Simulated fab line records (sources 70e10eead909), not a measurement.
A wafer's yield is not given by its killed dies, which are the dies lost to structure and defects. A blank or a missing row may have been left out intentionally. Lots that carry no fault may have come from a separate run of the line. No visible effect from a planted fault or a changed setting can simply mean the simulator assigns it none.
fab line records	flow nand-harc
record: lots: 12	wafers: 35	last-day: 24
route steps=1159 shown A_CHANNEL_HOLE_D1@478 A_CHANNEL_FILL_D1@492 END@1159
lots that met no fault: taken from a fault-free run of the same line
start-h: the number of hours between the record's first day and the start of the first shown wafer of the lot	wait-h: hours elapsed since this lot's preceding step	" unchanged from the row above	L1.1+2: one row covering several wafers at once	- either no value or no given start	* or withheld: withheld	< > ~ a bound
route shown NAME@n: a module of which the file shows steps, and the number in the route of the first	usual: mean/standard deviation of fault-free wafers	same: alike in all rows	chamber/n: place in a boat	sites: the reading at each site	_std_site: the standard deviation of these	_edge_site: mean of outer sites minus mean of inner sites	radius-mm: how far each site lies from the wafer's centre	mask NAME#n: copy n	behind: tool/chamber where the wafer was last shaped	hold: the reason the lot was held/the length of the hold in hours/how it ended	device: the n, p or np transistor that did not switch	end of line: tests run on the same wafers once the route is complete	for a step that has no rows: nothing shown but its recipe	killed: count of dies lost to structure and defects at first sort (not the wafer's yield)	map: per-die view of a wafer (x killed, . not killed, _ where there is no die)
set.NAME: the setting as run; set.NAME@STEP: as run at that earlier step	model.NAME: the simulator's own value behind a step, which no gauge read
steps of the route over a sample of lots; a table a step, a row a wafer
services: the hour from which a tool's chamber was out of use, counted from the record's first day as start-h (under 0 if before that day), plus the number of hours and why
== steps ==
step: NHARC_A_CHANNEL_HOLE_D1_ETCH_26
recipe: bias-v: 300	source-w: 2000	pressure-mtorr: 30	time-s: 224.1	ar-flow-sccm: 375	c4f8-flow-sccm: 11.4	o2-flow-sccm: 113.6	temp-c: -20	target-depth-a: 3000	chemistry: C4F8/O2/Ar
usual: drypump-motor-current-A: 5.7/0.37	showerhead-plenum-p-Torr: 3.72/0.1	throttle-valve-pct: 24.583/0.0096
lot.wafer	tool	chamber	start-h	wait-h	drypump-motor-current-A	rf-hours-counter-h	showerhead-plenum-p-Torr	throttle-valve-pct
L345.4	har-etch-01	0	193.05	0.5	5.7	-	3.88	24.590
L345.3	"	1	"	"	5.1	-	3.76	24.572
L345.6	"	0	"	"	5.8	-	3.88	24.587
L348.4	har-etch-02	1	198.89	0.5	6.0	-	3.70	24.581
L348.3	"	0	"	"	6.1	-	3.59	24.582
L348.5	"	0	"	"	6.1	-	3.59	24.587
L350.3	har-etch-01	1	217.80	0.5	5.1	-	3.75	24.576
L350.4	"	0	"	"	5.8	-	3.87	24.565
L350.5	"	1	"	"	5.1	-	3.75	24.590
L351.2	har-etch-02	0	218.87	0.6	6.1	121	3.59	24.583
L351.3	"	1	"	"	6.0	-	3.69	24.577
L351.6	"	0	"	"	6.1	-	3.59	24.596
L349.1	har-etch-01	0	221.93	0.6	5.8	209	3.87	24.573
L349.5	"	1	"	"	5.1	-	3.75	24.579
L349.6	"	0	"	"	5.8	-	3.87	24.582
L353.1	har-etch-01	0	236.32	0.7	5.8	213	3.86	24.573
L353.3	"	1	"	"	5.1	-	3.75	24.577
L353.5	"	1	"	"	5.1	-	3.75	24.592
L354.1	har-etch-02	1	245.66	0.7	5.9	128	3.69	24.589
L354.3	"	0	"	"	6.1	-	3.58	24.567
L354.6	"	1	"	"	6.0	-	3.69	24.600
L355.3	har-etch-02	0	255.50	0.5	6.1	-	3.58	24.579
L355.4	"	1	"	"	5.9	-	3.68	24.572
L355.5	"	0	"	"	6.1	-	3.58	24.587
L360.5	har-etch-02	1	279.21	0.3	5.9	-	3.68	24.576
L360.6	"	0	"	"	6.1	-	3.57	24.601
L365.1	har-etch-02	1	299.71	0.6	6.0	159	3.67	24.576
L365.4	"	1	"	"	6.0	-	3.67	24.567
L365.5	"	1	"	"	6.0	-	3.67	24.572
L366.2	har-etch-01	1	306.24	0.6	5.1	247	3.73	24.577
L366.4	"	1	"	"	5.1	-	3.73	24.569
L366.6	"	1	"	"	5.1	-	3.73	24.588
L367.1	har-etch-02	0	309.20	0.7	6.1	163	3.56	24.574
L367.2	"	1	"	"	6.0	163	3.67	24.579
L367.4	"	1	"	"	6.0	-	3.67	24.596
step: NHARC_A_CHANNEL_FILL_D1_ALD_02
recipe: target-thk-a: 60	pulse-time-s: 10	ald-cycles: 60	temp-c: 300	material: SiO2
usual: ald-cycles: 60/0	heater-power-w: 462/28	precursor-pulse-height-rel: 0.999/0.019
lot.wafer	tool	chamber	start-h	wait-h	ald-cycles	heater-power-w	precursor-pulse-height-rel
L345.4	ald-hk-03	3	195.34	-	60	439	1.002
L345.3	"	0	"	"	60	492	1.036
L345.6	"	0	"	"	60	483	0.977
L348.3	ald-hk-03	2	200.96	-	60	475	1.000
L348.4	"	3	"	"	60	432	1.006
L348.5	"	2	"	"	60	478	1.008
L350.3	ald-hk-03	1	219.95	-	60	416	1.027
L350.4	"	3	"	"	60	424	0.985
L350.5	"	1	"	"	60	412	1.019
L351.2	ald-hk-03	3	220.97	-	60	428	0.986
L351.3	"	1	"	"	60	417	0.995
L351.6	"	0	"	"	60	503	1.052
L349.1	ald-hk-04	2	224.21	-	60	485	1.010
L349.6	"	1	"	"	60	447	1.001
L349.5	"	2	"	"	60	466	0.988
L353.1	ald-hk-03	1	241.40	-	60	411	1.009
L353.3	"	2	"	"	60	469	0.998
L353.5	"	2	"	"	60	462	0.981
L354.3	ald-hk-04	3	247.94	-	60	468	1.010
L354.1	"	1	"	"	60	442	0.986
L354.6	"	2	"	"	60	475	1.010
L355.4	ald-hk-04	1	257.91	-	60	445	1.008
L355.3	"	0	"	"	60	480	1.009
L355.5	"	1	"	"	60	465	0.977
L360.5	ald-hk-03	1	281.78	-	60	415	0.982
L360.6	"	2	"	"	60	474	0.999
L365.4	ald-hk-03	1	301.81	-	60	417	1.012
L365.1	"	0	"	"	60	480	0.980
L365.5	"	1	"	"	60	415	0.994
L366.4	ald-hk-03	0	308.41	-	60	486	1.009
L366.2	"	1	"	"	60	414	0.996
L366.6	"	0	"	"	60	479	1.008
L367.4	ald-hk-03	2	311.33	-	60	478	0.990
L367.1	"	3	"	"	60	420	0.995
L367.2	"	0	"	"	60	494	1.014
step: NHARC_A_CHANNEL_FILL_D1_ALD_14
recipe: target-thk-a: 25	pulse-time-s: 10	ald-cycles: 25	temp-c: 300	material: SiO2
usual: ald-cycles: 25/0	heater-power-w: 467/27	precursor-pulse-height-rel: 1.001/0.018
lot.wafer	tool	chamber	start-h	wait-h	ald-cycles	heater-power-w	precursor-pulse-height-rel
L345.3	ald-hk-03	1	202.34	0.0	25	432	1.005
L345.4	"	0	"	"	25	487	1.003
L345.6	"	2	"	"	25	487	0.998
L348.3	ald-hk-03	1	208.01	0.0	25	421	1.001
L348.4	"	3	"	"	25	422	1.020
L348.5	"	1	"	"	25	415	1.005
L351.2	ald-hk-01	1	226.85	0.0	25	496	0.999
L351.3	"	0	"	"	25	509	0.998
L351.6	"	2	"	"	25	451	1.027
L350.3	ald-hk-03	1	226.92	0.1	25	415	1.008
L350.4	"	2	"	"	25	477	1.010
L350.5	"	3	"	"	25	410	0.999
L349.1	ald-hk-04	2	231.59	0.2	25	482	0.984
L349.5	"	3	"	"	25	475	1.026
L349.6	"	0	"	"	25	471	0.996
L353.1	ald-hk-03	2	248.24	0.3	25	482	1.006
L353.3	"	3	"	"	25	411	0.988
L353.5	"	0	"	"	25	493	1.005
L354.3	ald-hk-04	0	255.27	0.0	25	465	1.002
L354.1	"	2	"	"	25	474	0.999
L354.6	"	1	"	"	25	449	1.011
L355.4	ald-hk-04	0	264.73	0.3	25	473	1.003
L355.3	"	1	"	"	25	452	0.994
L355.5	"	2	"	"	25	485	1.028
L360.5	ald-hk-04	3	288.29	0.2	29	487	1.015
L360.6	"	0	"	"	25	477	0.995
L365.4	ald-hk-04	1	308.62	0.0	25	448	0.989
L365.1	"	3	"	"	25	492	0.977
L365.5	"	1	"	"	29	437	0.979
L366.4	ald-hk-03	2	315.44	0.1	25	478	0.976
L366.2	"	0	"	"	25	490	0.994
L366.6	"	1	"	"	25	432	1.002
L367.2	ald-hk-03	3	318.32	0.0	25	429	0.998
L367.1	"	1	"	"	25	415	0.979
L367.4	"	2	"	"	25	487	0.988
step: NHARC_A_CHANNEL_FILL_D1_ETCHBACK_19
recipe: target-depth-a: 50	time-s: 1.7	hbr-flow-sccm: 150	cl2-flow-sccm: 50	rf-w: 400	icp-w: 400	bias-w: 100	chemistry: HBr/Cl2
usual: bias-w: 99.93/0.3	drypump-motor-current-A: 5.5/0.35	oes-product-au: 1.000/0.0072	rf-fwd-power-W: 390.5/1.3	throttle-valve-pct: 26.405/0.0088
lot.wafer	tool	chamber	start-h	wait-h	bias-w	drypump-motor-current-A	oes-product-au	rf-fwd-power-W	rf-hours-counter-h	throttle-valve-pct
L345.4	rie-si-06	1	219.31	0.4	99.53	5.8	1.003	388.6	0.4	26.403
L345.3	"	2	"	"	99.69	5.7	1.001	390.0	0.4	26.411
L345.6	"	1	"	"	99.64	5.8	1.005	388.9	-	26.403
L348.4	rie-si-06	0	225.83	0.4	100.07	5.7	0.998	391.1	0.5	26.407
L348.3	"	1	"	"	99.82	5.8	1.012	390.9	0.4	26.405
L348.5	"	0	"	"	99.87	5.7	1.002	389.8	-	26.394
L350.4	rie-si-04	2	244.07	0.4	99.60	5.6	1.010	389.2	1.2	26.408
L350.3	"	0	"	"	100.32	5.4	0.997	392.9	1.2	26.409
L350.5	"	2	"	"	99.52	5.7	1.005	391.4	-	26.408
L351.3	rie-si-06	2	244.08	0.4	99.61	5.7	1.000	391.2	0.5	26.420
L351.2	"	3	"	"	100.12	4.9	0.998	389.4	0.5	26.411
L351.6	"	1	"	"	99.47	5.7	1.003	390.8	-	26.391
L349.1	rie-si-04	0	248.70	0.4	99.72	5.4	0.991	390.8	1.3	26.415
L349.6	"	1	"	"	100.20	4.8	1.006	393.1	-	26.402
L349.5	"	2	"	"	99.73	5.7	1.006	387.9	-	26.412
L353.1	rie-si-05	2	265.15	0.4	99.90	5.9	0.983	391.3	0.1	26.411
L353.3	"	1	"	"	99.46	6.0	0.993	390.1	0.1	26.410
L353.5	"	0	"	"	99.81	5.6	0.994	389.5	-	26.399
L354.1	rie-si-04	0	274.12	0.4	99.55	5.4	0.996	390.2	1.5	26.400
L354.3	"	2	"	"	99.76	5.7	1.014	389.6	1.5	26.407
L354.6	"	0	"	"	99.70	5.4	0.994	390.3	-	26.414
L355.3	rie-si-05	0	281.46	0.4	99.44	5.6	1.000	391.6	0.3	26.408
L355.4	"	3	"	"	100.48	5.6	0.989	389.4	0.2	26.400
L355.5	"	0	"	"	99.34	5.6	0.997	392.1	-	26.408
L360.6	rie-si-06	1	305.68	0.4	99.90	5.8	1.012	389.1	-	26.392
L360.5	"	2	"	"	99.34	5.8	1.001	389.4	-	26.404
L365.4	rie-si-05	0	326.10	0.4	99.58	5.6	0.995	390.4	0.6	26.413
L365.1	"	1	"	"	99.62	6.0	0.991	391.5	0.6	26.403
L365.5	"	0	"	"	99.89	5.6	1.015	390.5	-	26.409
L366.4	rie-si-06	1	332.32	0.4	99.61	5.8	1.003	392.3	1.5	26.415
L366.2	"	3	"	"	99.71	4.9	1.003	390.2	1.5	26.403
L366.6	"	0	"	"	99.92	5.7	1.006	391.2	-	26.396
L367.1	rie-si-05	0	335.26	0.4	100.01	5.6	0.997	391.2	0.8	26.424
L367.4	"	2	"	"	100.03	5.9	0.999	391.2	0.7	26.407
L367.2	"	3	"	"	99.69	5.6	1.001	390.8	0.7	26.392
step: NHARC_END_SORT_01
recipe: temp-c: 25
usual: killed-at-array: 27/11	killed-at-other: 0.8/1.4	killed-at-periphery: 3.3/2	killed-dies: 31/11	killed-open: 3.4/1.8	killed-short: 2.1/1.3
same: gross-dies: 677
lot.wafer	tool	chamber	start-h	wait-h	killed-at-array	killed-at-other	killed-at-periphery	killed-dies	killed-open	killed-short
L354.1	prober-02	0	504.64	2.5	23	0	5	28	3	3
L354.3	prober-02	0	506.23	3.1	20	0	6	26	4	1
L354.6	prober-02	0	508.61	4.0	25	0	4	29	4	0
L360.5	prober-01	0	541.54	3.7	22	0	11	33	3	1
L360.6	prober-01	0	542.34	4.0	19	0	8	27	5	1
killed by level:class
L354.1 A_SLIT:chamber-film-flake=8 P_BONDPAD:chamber-film-flake=4 A_CONTACT:chamber-film-flake=3 A_CONTACT:geometric-particle:open=2 A_CHANNEL_HOLE_D1:chamber-film-flake=2 A_CHANNEL_HOLE_D1:geometric-particle:short=1 A_WL_FILL:geometric-particle:open=1 A_CONTACT:geometric-particle:short=1
L354.3 A_SLIT:chamber-film-flake=6 P_BONDPAD:chamber-film-flake=5 A_SGD_CUT:chamber-film-flake=4 A_M0:geometric-particle:open=2 A_CHANNEL_HOLE_D1:chamber-film-flake=2 A_CONTACT:chamber-film-flake=2 A_SOURCE_PLATE:geometric-particle:short=1 A_CONTACT:geometric-particle:open=1
L354.6 A_SLIT:chamber-film-flake=13 P_BONDPAD:chamber-film-flake=3 A_SGD_CUT:chamber-film-flake=3 A_CONTACT:geometric-particle:open=2 A_CONTACT:chamber-film-flake=2 P_GATE:geometric-particle:open=1 A_M1:geometric-particle:open=1 A_CHANNEL_HOLE_D1:chamber-film-flake=1
L360.5 A_CHANNEL_HOLE_D1:chamber-film-flake=8 A_CONTACT:chamber-film-flake=7 P_ZERO_WELL:chamber-film-flake=4 P_STI:chamber-film-flake=4 P_GATE:chamber-film-flake=2 A_WL_FILL:chamber-film-flake=2 P_M1:geometric-particle:open=1 A_ONON_D1:geometric-particle:open=1
L360.6 A_CHANNEL_HOLE_D1:chamber-film-flake=6 A_CONTACT:chamber-film-flake=6 P_ZERO_WELL:chamber-film-flake=3 A_CONTACT:geometric-particle:open=2 A_STAIRCASE:chamber-film-flake=2 P_M0:geometric-particle:open=1 P_M1:geometric-particle:open=1 A_ONON_D1:geometric-particle:open=1
== services ==
tool	chamber	start-h	hours	kind
rie-si-05	0	173.21	3.3	repair
rie-si-05	-	173.49	0.6	repair
rie-si-06	-	183.00	9.0	pm
ald-hk-04	-	187.39	10.0	pm
ald-hk-04	0	187.39	10.0	vent-cycle
ald-hk-04	1	187.39	10.0	vent-cycle
ald-hk-04	2	187.39	10.0	vent-cycle
rie-si-04	0	208.14	6.0	repair
ald-hk-01	-	228.16	10.0	pm
rie-si-05	-	239.00	9.0	pm
rie-si-06	2	249.65	6.0	repair
rie-si-05	3	264.71	10.6	repair
rie-si-04	-	276.00	9.0	pm
har-etch-01	-	306.59	17.0	pm
rie-si-06	1	321.53	9.0	repair
ald-hk-03	-	322.73	10.0	pm
ald-hk-03	0	322.73	10.0	vent-cycle
ald-hk-03	1	322.73	10.0	vent-cycle
ald-hk-03	2	322.73	10.0	vent-cycle
ald-hk-03	3	322.73	10.0	vent-cycle
ald-hk-03	0	332.73	-	clean
ald-hk-03	1	332.73	-	clean
ald-hk-03	2	332.73	-	clean
ald-hk-03	3	332.73	-	clean
== key ==
first-sign: step: NHARC_A_CHANNEL_FILL_D1_ALD_14	reading: ald-cycles	direction: up	sigmas: 99+	usual: 25	struck: 29
effect none on later readings
met-at NHARC_A_CHANNEL_FILL_D1_ALD_14
struck-lots L360,L365
struck-wafers L360.5,L365.5
tester-left-out L360,L365
not-acting-at NHARC_A_CHANNEL_HOLE_D1_ETCH_26,NHARC_A_CHANNEL_FILL_D1_ALD_02,NHARC_A_CHANNEL_FILL_D1_ETCHBACK_19
onset-between 264.73 288.29
fault: kind: process-parameter-drift	tool: ald-hk-04	chamber: -	onset-h: 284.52	steps: NHARC_A_CHANNEL_FILL_D1_ALD_14	channel: ald-cycles	offset: 4	shape: step	end-h: 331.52	scope: struck-wafers-only	acts-in: these-recipes-only	stated: 25
tester-left-out: of these lots the tester's yield and bins aren't shown, on N5 and GAA mostly nor the transistor test; their killed dies are dies lost to structure and defects alone, not to doping, threshold or leakage, so they don't give the yield
